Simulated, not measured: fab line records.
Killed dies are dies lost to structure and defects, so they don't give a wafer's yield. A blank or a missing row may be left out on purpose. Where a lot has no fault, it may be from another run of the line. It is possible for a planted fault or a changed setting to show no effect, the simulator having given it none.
fab line records / flow nand-harc
record: lots: 6 wafers: 18 last-day: 32
route steps=1302 shown A_WL_FILL@954 END@1302
lots with no fault: from the same line, run without faults
start-h: start of the lot's first displayed wafer, in hours after the record's first day / wait-h: hours since the lot's step before / " as in the row above / L1.1+2: one row covering several wafers at once / - no value, or no start was given / * or withheld: withheld / < > ~ a bound
route shown NAME@n: NAME is a module with steps in the file, n the number in the route of the first one / usual: the fault-free wafers' mean and standard deviation / same: alike in all rows / chamber/n: place in a boat / sites: the reading at each site / _std_site: their standard deviation / _edge_site: inner sites' mean taken away from outer sites' mean / radius-mm: for every site, how far away it sits from the centre of the wafer / mask NAME#n: copy n / behind: the last tool/chamber to shape the wafer / hold: why the lot went on hold/how many hours it stayed there/how the hold came to an end / device: the n, p or np transistor that did not switch / end of line: the tests these same wafers got at the end of their route / a step without rows: its recipe alone / killed: not the wafer's yield, but the dies lost to structure and defects at the first sort / map: dies across one wafer; x = killed, . = not, _ = none there
set.NAME: setting as actually run; set.NAME@STEP: the setting as run at that earlier step / model.NAME: the simulator's own value behind a step, which no gauge read
lots at selected steps of the route; one table per step, one row per wafer
services: a tool's chamber out of use, with start hour (start-h, from the record's first day; less than 0 if before it), hours out, and reason
== steps ==
step: NHARC_A_WL_FILL_ALD_02
recipe: target-thk-a: 20 pulse-time-s: 3 ald-cycles: 100 temp-c: 450 material: TiN
usual: heater-power-w: 1047/140 precursor-pulse-height-rel: 1.001/0.019
lot.wafer=L669.3 tool=ald-metal-02 chamber=2 start-h=525.56 wait-h=0.1 heater-power-w=920 precursor-pulse-height-rel=1.009
lot.wafer=L669.1 tool=ald-metal-02 chamber=1 start-h=525.56 wait-h=0.1 heater-power-w=901 precursor-pulse-height-rel=1.012
lot.wafer=L669.6 tool=ald-metal-02 chamber=3 start-h=525.56 wait-h=0.1 heater-power-w=1367 precursor-pulse-height-rel=1.008
lot.wafer=L667.2 tool=ald-metal-02 chamber=0 start-h=528.20 wait-h=0.2 heater-power-w=978 precursor-pulse-height-rel=1.009
lot.wafer=L667.3 tool=ald-metal-02 chamber=1 start-h=528.20 wait-h=0.2 heater-power-w=935 precursor-pulse-height-rel=1.000
lot.wafer=L667.4 tool=ald-metal-02 chamber=2 start-h=528.20 wait-h=0.2 heater-power-w=933 precursor-pulse-height-rel=0.987
lot.wafer=L679.4 tool=ald-metal-04 chamber=1 start-h=619.67 wait-h=0.1 heater-power-w=931 precursor-pulse-height-rel=1.004
lot.wafer=L679.5 tool=ald-metal-04 chamber=1 start-h=619.67 wait-h=0.1 heater-power-w=915 precursor-pulse-height-rel=1.010
lot.wafer=L679.6 tool=ald-metal-04 chamber=2 start-h=619.67 wait-h=0.1 heater-power-w=1157 precursor-pulse-height-rel=1.019
lot.wafer=L683.2 tool=ald-metal-01 chamber=1 start-h=659.62 wait-h=0.2 heater-power-w=1154 precursor-pulse-height-rel=0.995
lot.wafer=L683.4 tool=ald-metal-01 chamber=3 start-h=659.62 wait-h=0.2 heater-power-w=1031 precursor-pulse-height-rel=1.001
lot.wafer=L683.6 tool=ald-metal-01 chamber=0 start-h=659.62 wait-h=0.2 heater-power-w=1015 precursor-pulse-height-rel=0.992
lot.wafer=L685.2 tool=ald-metal-01 chamber=3 start-h=673.70 wait-h=0.2 heater-power-w=1045 precursor-pulse-height-rel=1.010
lot.wafer=L685.6 tool=ald-metal-01 chamber=2 start-h=673.70 wait-h=0.2 heater-power-w=1167 precursor-pulse-height-rel=0.939
lot.wafer=L685.5 tool=ald-metal-01 chamber=3 start-h=673.70 wait-h=0.2 heater-power-w=1060 precursor-pulse-height-rel=1.002
lot.wafer=L684.3 tool=ald-metal-04 chamber=0 start-h=673.82 wait-h=0.2 heater-power-w=982 precursor-pulse-height-rel=1.018
lot.wafer=L684.2 tool=ald-metal-04 chamber=1 start-h=673.82 wait-h=0.2 heater-power-w=912 precursor-pulse-height-rel=0.991
lot.wafer=L684.6 tool=ald-metal-04 chamber=2 start-h=673.82 wait-h=0.2 heater-power-w=1183 precursor-pulse-height-rel=0.996
step: NHARC_A_WL_FILL_CVD_03
recipe: target-thk-a: 400 temp-c: 300 pressure-torr: 40 wf6-flow-sccm: 40 h2-flow-sccm: 1600 ar-flow-sccm: 1560 time-s: 279 material: W
step: NHARC_A_WL_FILL_ETCHBACK_04
recipe: target-depth-a: 600 time-s: 120 chemistry: NF3
usual: drypump-motor-current-A: 5.49/0.29 oes-product-au: 1.001/0.013
lot.wafer=L669.1 tool=rie-metal-01 chamber=0 start-h=526.39 wait-h=0.3 drypump-motor-current-A=5.15 oes-product-au=0.999 rf-hours-counter-h=1.8
lot.wafer=L669.3 tool=rie-metal-01 chamber=0 start-h=526.39 wait-h=0.3 drypump-motor-current-A=5.17 oes-product-au=1.000 rf-hours-counter-h=-
lot.wafer=L669.6 tool=rie-metal-01 chamber=0 start-h=526.39 wait-h=0.3 drypump-motor-current-A=5.16 oes-product-au=1.007 rf-hours-counter-h=-
lot.wafer=L667.2 tool=rie-metal-02 chamber=1 start-h=528.98 wait-h=0.3 drypump-motor-current-A=5.45 oes-product-au=1.015 rf-hours-counter-h=1.2
lot.wafer=L667.3 tool=rie-metal-02 chamber=1 start-h=528.98 wait-h=0.3 drypump-motor-current-A=5.47 oes-product-au=1.006 rf-hours-counter-h=-
lot.wafer=L667.4 tool=rie-metal-02 chamber=0 start-h=528.98 wait-h=0.3 drypump-motor-current-A=5.92 oes-product-au=1.028 rf-hours-counter-h=-
lot.wafer=L679.4 tool=rie-metal-02 chamber=0 start-h=620.56 wait-h=0.3 drypump-motor-current-A=5.92 oes-product-au=0.997 rf-hours-counter-h=-
lot.wafer=L679.6 tool=rie-metal-02 chamber=0 start-h=620.56 wait-h=0.3 drypump-motor-current-A=5.93 oes-product-au=1.014 rf-hours-counter-h=-
lot.wafer=L679.5 tool=rie-metal-02 chamber=1 start-h=620.56 wait-h=0.3 drypump-motor-current-A=5.41 oes-product-au=1.001 rf-hours-counter-h=-
lot.wafer=L683.2 tool=rie-metal-01 chamber=1 start-h=660.65 wait-h=0.3 drypump-motor-current-A=5.69 oes-product-au=0.995 rf-hours-counter-h=1.6
lot.wafer=L683.4 tool=rie-metal-01 chamber=0 start-h=660.65 wait-h=0.3 drypump-motor-current-A=5.15 oes-product-au=0.994 rf-hours-counter-h=-
lot.wafer=L683.6 tool=rie-metal-01 chamber=1 start-h=660.65 wait-h=0.3 drypump-motor-current-A=5.71 oes-product-au=1.001 rf-hours-counter-h=-
lot.wafer=L685.2 tool=rie-metal-01 chamber=1 start-h=674.47 wait-h=0.3 drypump-motor-current-A=5.73 oes-product-au=0.987 rf-hours-counter-h=1.9
lot.wafer=L685.6 tool=rie-metal-01 chamber=1 start-h=674.47 wait-h=0.3 drypump-motor-current-A=5.72 oes-product-au=0.990 rf-hours-counter-h=-
lot.wafer=L685.5 tool=rie-metal-01 chamber=0 start-h=674.47 wait-h=0.3 drypump-motor-current-A=5.14 oes-product-au=0.995 rf-hours-counter-h=-
lot.wafer=L684.2 tool=rie-metal-02 chamber=1 start-h=674.62 wait-h=0.3 drypump-motor-current-A=5.43 oes-product-au=1.017 rf-hours-counter-h=-
lot.wafer=L684.3 tool=rie-metal-02 chamber=1 start-h=674.62 wait-h=0.3 drypump-motor-current-A=5.43 oes-product-au=1.009 rf-hours-counter-h=-
lot.wafer=L684.6 tool=rie-metal-02 chamber=1 start-h=674.62 wait-h=0.3 drypump-motor-current-A=5.44 oes-product-au=0.999 rf-hours-counter-h=-
step: NHARC_A_WL_FILL_ETCHBACK_05
recipe: target-depth-a: 220 time-s: 60 temp-c: 40 chemistry: Cl2/BCl3
usual: drypump-motor-current-A: 5.50/0.29 oes-product-au: 1.001/0.013
lot.wafer=L669.1 tool=rie-metal-01 chamber=0 start-h=526.84 wait-h=0.4 drypump-motor-current-A=5.17 oes-product-au=1.013 rf-hours-counter-h=2.1
lot.wafer=L669.3 tool=rie-metal-01 chamber=0 start-h=526.84 wait-h=0.4 drypump-motor-current-A=5.15 oes-product-au=0.997 rf-hours-counter-h=-
lot.wafer=L669.6 tool=rie-metal-01 chamber=0 start-h=526.84 wait-h=0.4 drypump-motor-current-A=5.16 oes-product-au=1.004 rf-hours-counter-h=-
lot.wafer=L667.2 tool=rie-metal-02 chamber=1 start-h=529.23 wait-h=0.2 drypump-motor-current-A=5.45 oes-product-au=1.000 rf-hours-counter-h=1.3
lot.wafer=L667.3 tool=rie-metal-02 chamber=0 start-h=529.23 wait-h=0.2 drypump-motor-current-A=5.95 oes-product-au=1.020 rf-hours-counter-h=-
lot.wafer=L667.4 tool=rie-metal-02 chamber=1 start-h=529.23 wait-h=0.2 drypump-motor-current-A=5.43 oes-product-au=1.011 rf-hours-counter-h=-
lot.wafer=L679.4 tool=rie-metal-02 chamber=1 start-h=620.77 wait-h=0.2 drypump-motor-current-A=5.42 oes-product-au=1.014 rf-hours-counter-h=-
lot.wafer=L679.6 tool=rie-metal-02 chamber=1 start-h=620.77 wait-h=0.2 drypump-motor-current-A=5.43 oes-product-au=1.018 rf-hours-counter-h=-
lot.wafer=L679.5 tool=rie-metal-02 chamber=0 start-h=620.77 wait-h=0.2 drypump-motor-current-A=5.93 oes-product-au=1.012 rf-hours-counter-h=-
lot.wafer=L683.2 tool=rie-metal-01 chamber=1 start-h=660.89 wait-h=0.2 drypump-motor-current-A=5.72 oes-product-au=0.998 rf-hours-counter-h=1.7
lot.wafer=L683.4 tool=rie-metal-01 chamber=0 start-h=660.89 wait-h=0.2 drypump-motor-current-A=5.11 oes-product-au=0.981 rf-hours-counter-h=-
lot.wafer=L683.6 tool=rie-metal-01 chamber=0 start-h=660.89 wait-h=0.2 drypump-motor-current-A=5.14 oes-product-au=0.989 rf-hours-counter-h=-
lot.wafer=L685.2 tool=rie-metal-01 chamber=0 start-h=674.72 wait-h=0.2 drypump-motor-current-A=5.13 oes-product-au=0.987 rf-hours-counter-h=2.0
lot.wafer=L685.6 tool=rie-metal-01 chamber=0 start-h=674.72 wait-h=0.2 drypump-motor-current-A=5.14 oes-product-au=0.994 rf-hours-counter-h=-
lot.wafer=L685.5 tool=rie-metal-01 chamber=1 start-h=674.72 wait-h=0.2 drypump-motor-current-A=5.73 oes-product-au=0.996 rf-hours-counter-h=-
lot.wafer=L684.2 tool=rie-metal-02 chamber=1 start-h=675.02 wait-h=0.3 drypump-motor-current-A=5.43 oes-product-au=1.009 rf-hours-counter-h=-
lot.wafer=L684.3 tool=rie-metal-02 chamber=1 start-h=675.02 wait-h=0.3 drypump-motor-current-A=5.43 oes-product-au=1.008 rf-hours-counter-h=-
lot.wafer=L684.6 tool=rie-metal-02 chamber=1 start-h=675.02 wait-h=0.3 drypump-motor-current-A=5.44 oes-product-au=1.019 rf-hours-counter-h=-
step: NHARC_A_WL_FILL_STRIP_27
recipe: power-w: 1500 temp-c: 250 time-s: 20 chemistry: N2/H2
step: NHARC_A_WL_FILL_STRIP_28
recipe: time-s: 1200 temp-c: 72.5 chemistry: post-etch-residue-remover
step: NHARC_A_WL_FILL_PRECLEAN_06
recipe: time-s: 300 chemistry: DIW
step: NHARC_A_WL_FILL_SRD_07
step: NHARC_A_WL_FILL_ANNEAL_08
recipe: temp-c: 450 time-s: 1800
step: NHARC_A_WL_FILL_ALD_10
recipe: target-thk-a: 500 pulse-time-s: 10 ald-cycles: 500 temp-c: 300 material: SiO2
usual: heater-power-w: 479/40 precursor-pulse-height-rel: 0.999/0.021
lot.wafer=L669.1 tool=ald-hk-03 chamber=0 start-h=533.07 wait-h=0.1 heater-power-w=497 precursor-pulse-height-rel=0.964
lot.wafer=L669.3 tool=ald-hk-03 chamber=1 start-h=533.07 wait-h=0.1 heater-power-w=419 precursor-pulse-height-rel=0.994
lot.wafer=L669.6 tool=ald-hk-03 chamber=1 start-h=535.66 wait-h=2.6 heater-power-w=432 precursor-pulse-height-rel=1.006
lot.wafer=L667.2 tool=ald-hk-01 chamber=3 start-h=533.08 wait-h=0.1 heater-power-w=428 precursor-pulse-height-rel=1.021
lot.wafer=L667.3 tool=ald-hk-01 chamber=0 start-h=533.08 wait-h=0.1 heater-power-w=459 precursor-pulse-height-rel=0.975
lot.wafer=L667.4 tool=ald-hk-01 chamber=1 start-h=533.08 wait-h=0.1 heater-power-w=529 precursor-pulse-height-rel=0.994
lot.wafer=L679.4 tool=ald-hk-02 chamber=0 start-h=627.31 wait-h=1.1 heater-power-w=574 precursor-pulse-height-rel=0.983
lot.wafer=L679.5 tool=ald-hk-02 chamber=2 start-h=628.32 wait-h=2.1 heater-power-w=455 precursor-pulse-height-rel=1.017
lot.wafer=L679.6 tool=ald-hk-02 chamber=3 start-h=628.32 wait-h=2.1 heater-power-w=503 precursor-pulse-height-rel=0.979
lot.wafer=L683.2 tool=ald-hk-02 chamber=2 start-h=665.93 wait-h=0.1 heater-power-w=450 precursor-pulse-height-rel=0.965
lot.wafer=L683.4 tool=ald-hk-02 chamber=0 start-h=666.96 wait-h=1.1 heater-power-w=578 precursor-pulse-height-rel=1.019
lot.wafer=L683.6 tool=ald-hk-02 chamber=2 start-h=667.99 wait-h=2.1 heater-power-w=453 precursor-pulse-height-rel=1.001
lot.wafer=L684.3 tool=ald-hk-02 chamber=2 start-h=680.77 wait-h=0.6 heater-power-w=452 precursor-pulse-height-rel=1.013
lot.wafer=L684.2 tool=ald-hk-02 chamber=0 start-h=681.80 wait-h=1.6 heater-power-w=585 precursor-pulse-height-rel=0.998
lot.wafer=L684.6 tool=ald-hk-02 chamber=1 start-h=681.80 wait-h=1.6 heater-power-w=542 precursor-pulse-height-rel=1.003
lot.wafer=L685.2 tool=ald-hk-03 chamber=2 start-h=681.29 wait-h=1.1 heater-power-w=518 precursor-pulse-height-rel=0.962
lot.wafer=L685.6 tool=ald-hk-03 chamber=0 start-h=682.32 wait-h=2.1 heater-power-w=484 precursor-pulse-height-rel=0.985
lot.wafer=L685.5 tool=ald-hk-03 chamber=1 start-h=682.32 wait-h=2.1 heater-power-w=433 precursor-pulse-height-rel=1.009
step: NHARC_A_WL_FILL_ETCHBACK_16
recipe: target-depth-a: 1200 time-s: 24 c4f8-flow-sccm: withheld o2-flow-sccm: 8 ar-flow-sccm: withheld rf-w: 600 bias-w: 800 chemistry: C4F8/O2/Ar
usual: bias-w: 800.0/2.3 oes-product-au: 0.994/0.021 rf-vpp-V: 723/3.8
lot.wafer=L669.3 tool=rie-diel-13 chamber=2 start-h=537.77 wait-h=- bias-w=798.2 oes-product-au=1.008 rf-hours-counter-h=0.3 rf-vpp-V=727
lot.wafer=L669.1 tool=rie-diel-13 chamber=0 start-h=537.77 wait-h=- bias-w=798.1 oes-product-au=0.601 rf-hours-counter-h=0.5 rf-vpp-V=719
lot.wafer=L669.6 tool=rie-diel-13 chamber=1 start-h=537.77 wait-h=- bias-w=802.6 oes-product-au=1.009 rf-hours-counter-h=- rf-vpp-V=728
lot.wafer=L667.2 tool=rie-diel-13 chamber=0 start-h=537.82 wait-h=- bias-w=797.5 oes-product-au=0.604 rf-hours-counter-h=0.5 rf-vpp-V=719
lot.wafer=L667.3 tool=rie-diel-13 chamber=1 start-h=537.82 wait-h=- bias-w=797.9 oes-product-au=1.000 rf-hours-counter-h=0.4 rf-vpp-V=729
lot.wafer=L667.4 tool=rie-diel-13 chamber=2 start-h=537.82 wait-h=- bias-w=801.9 oes-product-au=1.018 rf-hours-counter-h=0.3 rf-vpp-V=727
lot.wafer=L679.4 tool=rie-diel-05 chamber=3 start-h=630.88 wait-h=- bias-w=802.1 oes-product-au=1.002 rf-hours-counter-h=1.2 rf-vpp-V=724
lot.wafer=L679.6 tool=rie-diel-05 chamber=2 start-h=630.88 wait-h=- bias-w=800.0 oes-product-au=1.018 rf-hours-counter-h=- rf-vpp-V=717
lot.wafer=L679.5 tool=rie-diel-05 chamber=3 start-h=630.88 wait-h=- bias-w=797.8 oes-product-au=1.001 rf-hours-counter-h=- rf-vpp-V=725
lot.wafer=L683.2 tool=rie-diel-13 chamber=2 start-h=670.58 wait-h=- bias-w=802.7 oes-product-au=1.005 rf-hours-counter-h=4.5 rf-vpp-V=727
lot.wafer=L683.4 tool=rie-diel-13 chamber=2 start-h=670.58 wait-h=- bias-w=806.4 oes-product-au=0.995 rf-hours-counter-h=- rf-vpp-V=727
lot.wafer=L683.6 tool=rie-diel-13 chamber=3 start-h=670.58 wait-h=- bias-w=803.4 oes-product-au=0.988 rf-hours-counter-h=- rf-vpp-V=716
lot.wafer=L684.3 tool=rie-diel-04 chamber=0 start-h=684.88 wait-h=- bias-w=797.8 oes-product-au=1.003 rf-hours-counter-h=7.4 rf-vpp-V=721
lot.wafer=L684.2 tool=rie-diel-04 chamber=3 start-h=684.88 wait-h=- bias-w=798.7 oes-product-au=0.992 rf-hours-counter-h=7.4 rf-vpp-V=722
lot.wafer=L684.6 tool=rie-diel-04 chamber=0 start-h=684.88 wait-h=- bias-w=803.4 oes-product-au=1.000 rf-hours-counter-h=- rf-vpp-V=722
lot.wafer=L685.2 tool=rie-diel-05 chamber=3 start-h=684.90 wait-h=- bias-w=805.2 oes-product-au=1.008 rf-hours-counter-h=3.2 rf-vpp-V=724
lot.wafer=L685.5 tool=rie-diel-05 chamber=3 start-h=684.90 wait-h=- bias-w=802.7 oes-product-au=1.007 rf-hours-counter-h=- rf-vpp-V=725
lot.wafer=L685.6 tool=rie-diel-05 chamber=0 start-h=684.90 wait-h=- bias-w=800.9 oes-product-au=1.008 rf-hours-counter-h=- rf-vpp-V=719
step: NHARC_A_WL_FILL_STRIP_29
recipe: time-s: 20 o2-flow-sccm: 500 ar-flow-sccm: 0 bias-w: 0 chemistry: O2
usual: drypump-motor-current-A: 5.7/0.44 oes-product-au: 1.008/0.0095 rf-vpp-V: 57.6/0.84 showerhead-plenum-p-Torr: 3.50/0.12 throttle-valve-pct: 17.036/0.0086
same: bias-w: 0
lot.wafer=L669.3 tool=rie-diel-13 chamber=0 start-h=537.90 wait-h=0.1 drypump-motor-current-A=5.8 oes-product-au=1.008 rf-hours-counter-h=0.5 rf-vpp-V=57.5 showerhead-plenum-p-Torr=3.39 throttle-valve-pct=17.039
lot.wafer=L669.1 tool=rie-diel-13 chamber=1 start-h=537.90 wait-h=0.1 drypump-motor-current-A=5.2 oes-product-au=1.008 rf-hours-counter-h=0.4 rf-vpp-V=59.0 showerhead-plenum-p-Torr=3.72 throttle-valve-pct=17.029
lot.wafer=L669.6 tool=rie-diel-13 chamber=3 start-h=537.90 wait-h=0.1 drypump-motor-current-A=6.1 oes-product-au=1.005 rf-hours-counter-h=- rf-vpp-V=56.6 showerhead-plenum-p-Torr=3.38 throttle-valve-pct=17.033
lot.wafer=L667.4 tool=rie-diel-13 chamber=1 start-h=537.92 wait-h=0.1 drypump-motor-current-A=5.2 oes-product-au=1.015 rf-hours-counter-h=0.4 rf-vpp-V=57.5 showerhead-plenum-p-Torr=3.72 throttle-valve-pct=17.044
lot.wafer=L667.2 tool=rie-diel-13 chamber=3 start-h=537.92 wait-h=0.1 drypump-motor-current-A=6.1 oes-product-au=1.004 rf-hours-counter-h=0.4 rf-vpp-V=57.4 showerhead-plenum-p-Torr=3.38 throttle-valve-pct=17.028
lot.wafer=L667.3 tool=rie-diel-13 chamber=0 start-h=537.92 wait-h=0.1 drypump-motor-current-A=5.8 oes-product-au=0.999 rf-hours-counter-h=0.5 rf-vpp-V=58.1 showerhead-plenum-p-Torr=3.39 throttle-valve-pct=17.039
lot.wafer=L679.4 tool=rie-diel-05 chamber=0 start-h=630.98 wait-h=0.1 drypump-motor-current-A=5.5 oes-product-au=1.004 rf-hours-counter-h=1.3 rf-vpp-V=56.6 showerhead-plenum-p-Torr=3.38 throttle-valve-pct=17.049
lot.wafer=L679.5 tool=rie-diel-05 chamber=1 start-h=630.98 wait-h=0.1 drypump-motor-current-A=5.6 oes-product-au=1.006 rf-hours-counter-h=- rf-vpp-V=58.0 showerhead-plenum-p-Torr=3.50 throttle-valve-pct=17.050
lot.wafer=L679.6 tool=rie-diel-05 chamber=2 start-h=630.98 wait-h=0.1 drypump-motor-current-A=5.8 oes-product-au=1.024 rf-hours-counter-h=- rf-vpp-V=56.8 showerhead-plenum-p-Torr=3.31 throttle-valve-pct=17.027
lot.wafer=L683.2 tool=rie-diel-13 chamber=0 start-h=670.70 wait-h=0.1 drypump-motor-current-A=5.8 oes-product-au=0.998 rf-hours-counter-h=4.7 rf-vpp-V=56.1 showerhead-plenum-p-Torr=3.38 throttle-valve-pct=17.047
lot.wafer=L683.4 tool=rie-diel-13 chamber=2 start-h=670.70 wait-h=0.1 drypump-motor-current-A=6.3 oes-product-au=1.008 rf-hours-counter-h=- rf-vpp-V=58.5 showerhead-plenum-p-Torr=3.67 throttle-valve-pct=17.043
lot.wafer=L683.6 tool=rie-diel-13 chamber=3 start-h=670.70 wait-h=0.1 drypump-motor-current-A=6.1 oes-product-au=0.992 rf-hours-counter-h=- rf-vpp-V=56.7 showerhead-plenum-p-Torr=3.38 throttle-valve-pct=17.033
lot.wafer=L684.3 tool=rie-diel-04 chamber=3 start-h=684.98 wait-h=0.1 drypump-motor-current-A=4.9 oes-product-au=1.009 rf-hours-counter-h=7.4 rf-vpp-V=58.4 showerhead-plenum-p-Torr=3.49 throttle-valve-pct=17.042
lot.wafer=L684.2 tool=rie-diel-04 chamber=2 start-h=684.98 wait-h=0.1 drypump-motor-current-A=5.0 oes-product-au=1.030 rf-hours-counter-h=8.0 rf-vpp-V=57.8 showerhead-plenum-p-Torr=3.61 throttle-valve-pct=17.027
lot.wafer=L684.6 tool=rie-diel-04 chamber=0 start-h=684.98 wait-h=0.1 drypump-motor-current-A=6.0 oes-product-au=1.021 rf-hours-counter-h=- rf-vpp-V=56.7 showerhead-plenum-p-Torr=3.44 throttle-valve-pct=17.034
lot.wafer=L685.2 tool=rie-diel-05 chamber=2 start-h=685.01 wait-h=0.1 drypump-motor-current-A=5.8 oes-product-au=1.028 rf-hours-counter-h=3.6 rf-vpp-V=57.8 showerhead-plenum-p-Torr=3.31 throttle-valve-pct=17.047
lot.wafer=L685.6 tool=rie-diel-05 chamber=0 start-h=685.01 wait-h=0.1 drypump-motor-current-A=5.5 oes-product-au=1.003 rf-hours-counter-h=- rf-vpp-V=56.8 showerhead-plenum-p-Torr=3.38 throttle-valve-pct=17.041
lot.wafer=L685.5 tool=rie-diel-05 chamber=1 start-h=685.01 wait-h=0.1 drypump-motor-current-A=5.6 oes-product-au=1.007 rf-hours-counter-h=- rf-vpp-V=57.7 showerhead-plenum-p-Torr=3.49 throttle-valve-pct=17.025
step: NHARC_END_SORT_01
recipe: temp-c: 25
usual: killed-at-array: 59/21 killed-at-other: 1.0/1.1 killed-at-periphery: 4.0/2.6 killed-dies: 64/21 killed-open: 3.2/1.7 killed-short: 2.5/1.5
same: gross-dies: 677
lot.wafer=L669.1 tool=prober-01 chamber=0 start-h=629.36 wait-h=2.5 killed-at-array=670 killed-at-other=1 killed-at-periphery=6 killed-dies=677 killed-open=2 killed-short=1
lot.wafer=L667.2 tool=prober-02 chamber=0 start-h=631.85 wait-h=2.8 killed-at-array=672 killed-at-other=1 killed-at-periphery=4 killed-dies=677 killed-open=4 killed-short=4
killed by level:class
L669.1 A_WL_FILL:area-etchback=616 A_SLIT:chamber-film-flake=29 A_CHANNEL_HOLE_D2:chamber-film-flake=9 A_CONTACT:chamber-film-flake=7 P_ZERO_WELL:chamber-film-flake=3 A_M1:chamber-film-flake=3 P_GATE:chamber-film-flake=2 A_SGD_CUT:chamber-film-flake=2
L667.2 A_WL_FILL:area-etchback=553 A_SLIT:chamber-film-flake=38 A_CHANNEL_HOLE_D2:chamber-film-flake=31 A_CHANNEL_HOLE_D1:chamber-film-flake=30 A_STAIRCASE:chamber-film-flake=9 A_CONTACT:chamber-film-flake=5 P_CONTACT:geometric-particle:open=2 P_M0:geometric-particle:open=1
map L667.2 (x killed, . not)
____________x____________
_________xxxxxxx_________
_______xxxxxxxxxxx_______
______xxxxxxxxxxxxx______
_____xxxxxxxxxxxxxxx_____
____xxxxxxxxxxxxxxxxx____
____xxxxxxxxxxxxxxxxx____
___xxxxxxxxxxxxxxxxxxx___
___xxxxxxxxxxxxxxxxxxx___
__xxxxxxxxxxxxxxxxxxxxx__
__xxxxxxxxxxxxxxxxxxxxx__
_xxxxxxxxxxxxxxxxxxxxxxx_
_xxxxxxxxxxxxxxxxxxxxxxx_
_xxxxxxxxxxxxxxxxxxxxxxx_
_xxxxxxxxxxxxxxxxxxxxxxx_
_xxxxxxxxxxxxxxxxxxxxxxx_
xxxxxxxxxxxxxxxxxxxxxxxxx
xxxxxxxxxxxxxxxxxxxxxxxxx
xxxxxxxxxxxxxxxxxxxxxxxxx
xxxxxxxxxxxxxxxxxxxxxxxxx
xxxxxxxxxxxxxxxxxxxxxxxxx
_xxxxxxxxxxxxxxxxxxxxxxx_
_xxxxxxxxxxxxxxxxxxxxxxx_
_xxxxxxxxxxxxxxxxxxxxxxx_
_xxxxxxxxxxxxxxxxxxxxxxx_
_xxxxxxxxxxxxxxxxxxxxxxx_
__xxxxxxxxxxxxxxxxxxxxx__
__xxxxxxxxxxxxxxxxxxxxx__
___xxxxxxxxxxxxxxxxxxx___
___xxxxxxxxxxxxxxxxxxx___
____xxxxxxxxxxxxxxxxx____
____xxxxxxxxxxxxxxxxx____
_____xxxxxxxxxxxxxxx_____
______xxxxxxxxxxxxx______
_______xxxxxxxxxxx_______
_________xxxxxxx_________
____________x____________
map L669.1 (x killed, . not)
____________x____________
_________xxxxxxx_________
_______xxxxxxxxxxx_______
______xxxxxxxxxxxxx______
_____xxxxxxxxxxxxxxx_____
____xxxxxxxxxxxxxxxxx____
____xxxxxxxxxxxxxxxxx____
___xxxxxxxxxxxxxxxxxxx___
___xxxxxxxxxxxxxxxxxxx___
__xxxxxxxxxxxxxxxxxxxxx__
__xxxxxxxxxxxxxxxxxxxxx__
_xxxxxxxxxxxxxxxxxxxxxxx_
_xxxxxxxxxxxxxxxxxxxxxxx_
_xxxxxxxxxxxxxxxxxxxxxxx_
_xxxxxxxxxxxxxxxxxxxxxxx_
_xxxxxxxxxxxxxxxxxxxxxxx_
xxxxxxxxxxxxxxxxxxxxxxxxx
xxxxxxxxxxxxxxxxxxxxxxxxx
xxxxxxxxxxxxxxxxxxxxxxxxx
xxxxxxxxxxxxxxxxxxxxxxxxx
xxxxxxxxxxxxxxxxxxxxxxxxx
_xxxxxxxxxxxxxxxxxxxxxxx_
_xxxxxxxxxxxxxxxxxxxxxxx_
_xxxxxxxxxxxxxxxxxxxxxxx_
_xxxxxxxxxxxxxxxxxxxxxxx_
_xxxxxxxxxxxxxxxxxxxxxxx_
__xxxxxxxxxxxxxxxxxxxxx__
__xxxxxxxxxxxxxxxxxxxxx__
___xxxxxxxxxxxxxxxxxxx___
___xxxxxxxxxxxxxxxxxxx___
____xxxxxxxxxxxxxxxxx____
____xxxxxxxxxxxxxxxxx____
_____xxxxxxxxxxxxxxx_____
______xxxxxxxxxxxxx______
_______xxxxxxxxxxx_______
_________xxxxxxx_________
____________x____________
== services ==
tool=rie-diel-13 chamber=2 start-h=503.20 hours=3.3 kind=repair
tool=ald-metal-01 chamber=- start-h=503.55 hours=1.2 kind=repair
tool=rie-diel-04 chamber=3 start-h=509.12 hours=16.3 kind=repair
tool=rie-diel-13 chamber=- start-h=519.01 hours=9.0 kind=pm
tool=ald-metal-01 chamber=- start-h=519.11 hours=0.6 kind=repair
tool=rie-diel-05 chamber=3 start-h=522.11 hours=4.5 kind=repair
tool=rie-metal-01 chamber=1 start-h=523.84 hours=13.6 kind=repair
tool=ald-metal-01 chamber=- start-h=526.00 hours=10.0 kind=pm
tool=rie-diel-04 chamber=- start-h=531.90 hours=9.0 kind=pm
tool=rie-diel-13 chamber=1 start-h=539.78 hours=3.1 kind=repair
tool=ald-metal-04 chamber=- start-h=549.62 hours=0.7 kind=repair
tool=rie-diel-05 chamber=- start-h=552.49 hours=0.4 kind=repair
tool=rie-diel-04 chamber=- start-h=554.37 hours=0.3 kind=repair
tool=ald-hk-03 chamber=- start-h=558.96 hours=0.7 kind=repair
tool=ald-hk-03 chamber=- start-h=568.19 hours=10.0 kind=pm
tool=rie-metal-01 chamber=- start-h=575.00 hours=9.0 kind=pm
tool=rie-diel-05 chamber=- start-h=583.60 hours=9.0 kind=pm
tool=rie-metal-02 chamber=- start-h=603.92 hours=1.2 kind=repair
tool=rie-diel-05 chamber=3 start-h=621.43 hours=4.0 kind=repair
tool=rie-metal-02 chamber=0 start-h=625.90 hours=4.5 kind=repair
tool=rie-metal-01 chamber=- start-h=627.83 hours=0.1 kind=repair
tool=rie-metal-02 chamber=- start-h=631.00 hours=9.0 kind=pm
tool=rie-metal-02 chamber=0 start-h=666.97 hours=12.0 kind=repair
tool=rie-diel-13 chamber=1 start-h=669.50 hours=8.3 kind=repair
== key ==
first-sign: step: NHARC_A_WL_FILL_ETCHBACK_16 reading: oes-product-au direction: down sigmas: 18 usual: 0.994 struck: 0.603
effect: step: NHARC_END_SORT_01 reading: killed-at-array direction: up sigmas: 29 usual: 59 struck: 671
more-kills-born-at: NHARC_A_WL_FILL_ETCHBACK_16@rie-diel-13: 1169
met-at NHARC_A_WL_FILL_ETCHBACK_16
struck-wafers L667.2,L669.1
later-rows-left-out L667.2,L669.1
tester-left-out L667,L669
fault: kind: process-parameter-drift tool: rie-diel-13 chamber: 0 onset-h: 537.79 steps: NHARC_A_WL_FILL_ETCHBACK_16 channel: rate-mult offset: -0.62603 shape: step end-h: 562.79
tester-left-out: of these lots the tester's yield and bins aren't shown, on N5 and GAA mostly nor the transistor test; their killed dies are dies lost to structure and defects alone, not to doping, threshold or leakage, so they don't give the yield
later-rows-left-out: the simulator's readings of these wafers behind a module that went badly wrong aren't trusted and aren't shown, but for the sort
